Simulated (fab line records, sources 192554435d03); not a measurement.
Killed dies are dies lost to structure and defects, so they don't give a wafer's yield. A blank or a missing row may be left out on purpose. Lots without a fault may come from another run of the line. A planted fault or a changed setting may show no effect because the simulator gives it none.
Split-lot experiment | flow n5_finfet | 7 lots, 21 wafers read, on a route of 1938 steps

THE SPLIT
At N5_MOL_CONTACT_COAG_VIA_ETCH_46 (etches SiO2 in C4F6/O2, target depth 46 nm, overetch 9.2 nm, time 40 s), the setting bias_w was moved away from the recipe's 455 W on 7 of the 21 wafers read, by -16.2% to +14.8%. The other wafers ran this setting at the recipe's value.

The reading is taken at the split's own step.

THE READING
rf_vpp_V, in V, at N5_MOL_CONTACT_COAG_VIA_ETCH_46 (etches SiO2 in C4F6/O2, target depth 46 nm, overetch 9.2 nm, time 40 s). Fault-free wafers of this fab line usually give 1590 V, standard deviation 14 V.

wafer  | tool, chamber at the split | bias_w as run, W | against the recipe | rf_vpp_V, V | against lot-mates on the recipe
L074.2 | rie_diel-04, 2             | 388              | -14.7%             | 1419        | -204
L074.3 | rie_diel-04, 0             | 455              | recipe             | 1622        | -
L074.6 | rie_diel-04, 0             | 455              | recipe             | 1623        | -
L078.4 | rie_diel-06, 2             | 455              | recipe             | 1579        | -
L078.5 | rie_diel-06, 1             | 455              | recipe             | 1588        | -
L078.6 | rie_diel-06, 3             | 455              | recipe             | 1580        | -
L080.1 | rie_diel-06, 2             | 522.3            | +14.8%             | 1748        | +180
L080.5 | rie_diel-06, 0             | 455              | recipe             | 1568        | -
L080.6 | rie_diel-06, 3             | 522.3            | +14.8%             | 1751        | +183
L081.3 | rie_diel-06, 1             | 455              | recipe             | 1588        | -
L081.4 | rie_diel-06, 2             | 506.9            | +11.4%             | 1709        | +132
L081.5 | rie_diel-06, 0             | 455              | recipe             | 1567        | -
L089.2 | rie_diel-04, 3             | 455              | recipe             | 1597        | -
L089.4 | rie_diel-04, 1             | 455              | recipe             | 1595        | -
L089.5 | rie_diel-04, 0             | 513.2            | +12.8%             | 1774        | +178
L092.1 | rie_diel-05, 2             | 455              | recipe             | 1584        | -
L092.3 | rie_diel-05, 1             | 455              | recipe             | 1609        | -
L092.5 | rie_diel-05, 1             | 455              | recipe             | 1608        | -
L095.1 | rie_diel-06, 1             | 381.3            | -16.2%             | 1388        | -178
L095.2 | rie_diel-06, 2             | 381.3            | -16.2%             | 1383        | -183
L095.3 | rie_diel-06, 0             | 455              | recipe             | 1566        | -

THE FIT
A straight line over all 21 wafers: rf_vpp_V changes by +11.9 V for each +1% of bias_w; r = +0.98; the points scatter about the line by 19 V.
The same after taking each lot's own level away (the mean of its wafers on the recipe; 21 wafers): +12.2 V for each +1%; r = +0.99; scatter 11 V.
On that fit, the largest move of bias_w shifts the reading by 2e+02 V.
The lots' own levels span 1566.0 to 1622.5 V, that is 4.0 times the standard deviation above.
So the lot-to-lot level changes the slope little: the two slopes agree.
Check: with one of the wafers moved furthest among these (-16.2%) left out of the fit, the line predicts -202 V for it against its lot-mates. It came out at -178 V against them.
Tool readings at the split's step, against how far the setting was moved: rf_vpp_V r = +0.98.

OTHER SPLITS ON THESE WAFERS
These wafers also went through other splits before the reading. Each is held against what the fit with the lots' levels taken away leaves over:
other split on the same wafers       | wafers away from the commonest value | r with rf_vpp_V (lot level and that fit taken away)
N5_GATE_CUT_ETCH_36 cf4_flow_sccm    | 5                                    | -0.11
N5_MOL_CONTACT_COAG_ETCH_91 source_w | 6                                    | -0.14

THE FILE'S OWN FIT
rf_vpp_V changes by +12.5 V for each +1% of bias_w, r = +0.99.
